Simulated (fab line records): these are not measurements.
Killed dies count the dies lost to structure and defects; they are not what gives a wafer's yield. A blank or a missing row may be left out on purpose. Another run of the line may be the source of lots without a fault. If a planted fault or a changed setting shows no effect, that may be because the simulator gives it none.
Which tool did it? + flow nand-harc + Sampling: 7 lots, 21 wafers, 5 of 1159 route steps

## WHAT THE GAUGES SHOWED, per wafer
NHARC_END_SORT_01.
| lot  | measured     | on        | killed-at-array | killed-at-other | killed-at-periphery | killed-dies | killed-open | killed-short |
|------|--------------|-----------|-----------------|-----------------|---------------------|-------------|-------------|--------------|
| L277 | day 21 15:22 | prober-02 | 31 671 671      | 2 0 1           | 2 6 5               | 35 677 677  | 2 3 5       | 4 2 5        |
| L278 | day 22 07:33 | prober-02 | 13 14 671       | 0 0 1           | 7 4 5               | 20 18 677   | 7 2 3       | 2 3 0        |

## EACH LOT AND THE TOOL THAT RAN IT (in order: tool; ch and the chambers of the sampled wafers; start)
| lot  | NHARC_A_CONTACT_ETCH_129             | NHARC_A_CONTACT_ETCH_133             | NHARC_A_CONTACT_ETCH_97            | NHARC_A_CONTACT_STRIP_82                      |
|------|--------------------------------------|--------------------------------------|------------------------------------|-----------------------------------------------|
| L266 | har-cap-etch-01 ch 0,1, day 17 06:43 | har-cap-etch-01 ch 0,1, day 17 07:17 | rie-diel-06 ch 0,1,2, day 17 08:07 | rie-diel-06 ch 0,1,2, no start                |
| L277 | har-cap-etch-01 ch 1, day 19 02:56   | har-cap-etch-01 ch 1, day 19 03:43   | rie-diel-11 ch 2,3, day 19 04:51   | rie-diel-11 ch 0,1,2, day 21 15:22 or earlier |
| L278 | har-cap-etch-03 ch 0,1, day 19 14:35 | har-cap-etch-03 ch 0,1, day 19 15:10 | rie-diel-11 ch 0,2,3, day 19 15:52 | rie-diel-11 ch 2,3, day 22 07:33 or earlier   |
| L288 | har-cap-etch-02 ch 0,1, day 22 01:50 | har-cap-etch-02 ch 0,1, day 22 02:26 | rie-diel-11 ch 0,2, day 22 03:03   | rie-diel-06 ch 1,2,3, no start                |
| L286 | har-cap-etch-01 ch 0,1, day 22 03:37 | har-cap-etch-01 ch 0,1, day 22 04:11 | rie-diel-11 ch 0,1,2, day 22 04:58 | rie-diel-11 ch 1,2,3, no start                |
| L287 | har-cap-etch-02 ch 0,1, day 22 06:27 | har-cap-etch-02 ch 0,1, day 22 07:04 | rie-diel-09 ch 0,1,3, day 22 07:52 | rie-diel-11 ch 1,2, no start                  |
| L289 | har-cap-etch-02 ch 0,1, day 22 09:13 | har-cap-etch-02 ch 0,1, day 22 09:49 | rie-diel-06 ch 0,2,3, day 22 10:26 | rie-diel-06 ch 0,1,3, no start                |
- NHARC_A_CONTACT_ETCH_129: etches the open film in C4F8/O2/Ar, time 155 s, target depth 956 nm.
- NHARC_A_CONTACT_ETCH_133: etches the open film in C4F8/O2/Ar, time 195 s, target depth 840 nm.
- NHARC_A_CONTACT_ETCH_97: etches the open film in C4F6/O2, target depth 20 nm, time 10 s.
- NHARC_A_CONTACT_STRIP_82: strips in O2.

## WHAT THE TOOLS THEMSELVES READ (means of the sampled wafers that have a number; where no wafer has one, the mark that the record gives instead)
NHARC_A_CONTACT_ETCH_133.
| lot  | tool            | run-length-s (s) |
|------|-----------------|------------------|
| L266 | har-cap-etch-01 | 226.3            |
| L277 | har-cap-etch-01 | 226.4            |
| L278 | har-cap-etch-03 | 226.4            |
| L288 | har-cap-etch-02 | 226.2            |
| L286 | har-cap-etch-01 | 226.5            |
| L287 | har-cap-etch-02 | 226.0            |
| L289 | har-cap-etch-02 | 226.3            |

NHARC_A_CONTACT_ETCH_97.
| lot  | tool        | drypump-motor-current-A (A) | mfc-ar-sccm (sccm) | o2-flow-sccm (sccm) | oes-product-au (a.u.) | rf-vpp-V (V) | run-length-s (s) | showerhead-plenum-p-Torr (Torr) | throttle-valve-pct (%) |
|------|-------------|-----------------------------|--------------------|---------------------|-----------------------|--------------|------------------|---------------------------------|------------------------|
| L266 | rie-diel-06 | 5.5                         | 500.7              | 19.96               | 0.958                 | 544          | 31.2             | 3.81                            | 26.905                 |
| L277 | rie-diel-11 | 5.5                         | 499.7              | 20.10               | 0.994                 | 550          | 28.5             | 4.08                            | 26.896                 |
| L278 | rie-diel-11 | 5.4                         | 499.0              | 19.98               | 0.970                 | 548          | 29.5             | 3.97                            | 26.905                 |
| L288 | rie-diel-11 | 5.2                         | 500.1              | 20.03               | 0.994                 | 546          | 30.9             | 3.81                            | 26.915                 |
| L286 | rie-diel-11 | 5.4                         | 501.6              | 19.99               | 1.007                 | 547          | 31.0             | 3.93                            | 26.907                 |
| L287 | rie-diel-09 | 5.7                         | 501.9              | 19.94               | 0.985                 | 546          | 30.8             | 3.92                            | 26.907                 |
| L289 | rie-diel-06 | 5.6                         | 499.9              | 20.03               | 0.942                 | 549          | 30.9             | 4.03                            | 26.913                 |

NHARC_A_CONTACT_STRIP_82.
| lot  | tool        | drypump-motor-current-A (A) | mfc-ar-sccm (sccm) | o2-flow-sccm (sccm) | oes-product-au (a.u.) | rf-vpp-V (V) | showerhead-plenum-p-Torr (Torr) | throttle-valve-pct (%) |
|------|-------------|-----------------------------|--------------------|---------------------|-----------------------|--------------|---------------------------------|------------------------|
| L266 | rie-diel-06 | 5.5                         | 0.001              | 501.2               | 0.996                 | 57.1         | 3.42                            | 17.037                 |
| L277 | rie-diel-11 | 5.4                         | 0.011              | 500.9               | 1.001                 | 57.5         | 3.54                            | 17.043                 |
| L278 | rie-diel-11 | 5.5                         | 0.009              | 501.5               | 1.005                 | 57.9         | 3.71                            | 17.034                 |
| L288 | rie-diel-06 | 5.7                         | 0.000              | 500.2               | 1.002                 | 58.3         | 3.49                            | 17.036                 |
| L286 | rie-diel-11 | 5.6                         | 0.011              | 500.7               | 1.005                 | 57.2         | 3.67                            | 17.031                 |
| L287 | rie-diel-11 | 5.5                         | 0.020              | 499.3               | 1.006                 | 58.3         | 3.64                            | 17.038                 |
| L289 | rie-diel-06 | 5.9                         | 0.001              | 500.5               | 0.997                 | 57.4         | 3.57                            | 17.037                 |

## THE ANSWER, worked out from the rows above alone
Rule: the lots themselves supply what counts as usual. Put in order of their means at a reading, lots are off if they are a third of the lots or fewer, leave a main group of 4 or more, and stand apart from it by a gap of 3 or more times the standard deviation of the main group's means; of several such gaps the widest counts. A main group whose means are all the same, to the digits that the tables above print for the reading, isn't used. A lot without any number at a reading at which 4 lots or more have one is off too. The other lots that the step has rows for count as sound. After the gauges, taken in route order, come the tools' own readings; for these a lot's mean is taken, as printed above. At the first step where some lot is off, the reading lying furthest off is the one used; lots without a number count as furthest.
Off at NHARC_A_CONTACT_ETCH_97 (run-length-s): L277, L278. Main group: mean 31.0 s, sd 0.14.
If a tool, at that step or one of the process steps before it, ran each lot that is off and ran no sound lot following the first of them, it fits. Not one of the candidates tried fits.

## WHAT WAS PUT IN BY THE SIMULATOR
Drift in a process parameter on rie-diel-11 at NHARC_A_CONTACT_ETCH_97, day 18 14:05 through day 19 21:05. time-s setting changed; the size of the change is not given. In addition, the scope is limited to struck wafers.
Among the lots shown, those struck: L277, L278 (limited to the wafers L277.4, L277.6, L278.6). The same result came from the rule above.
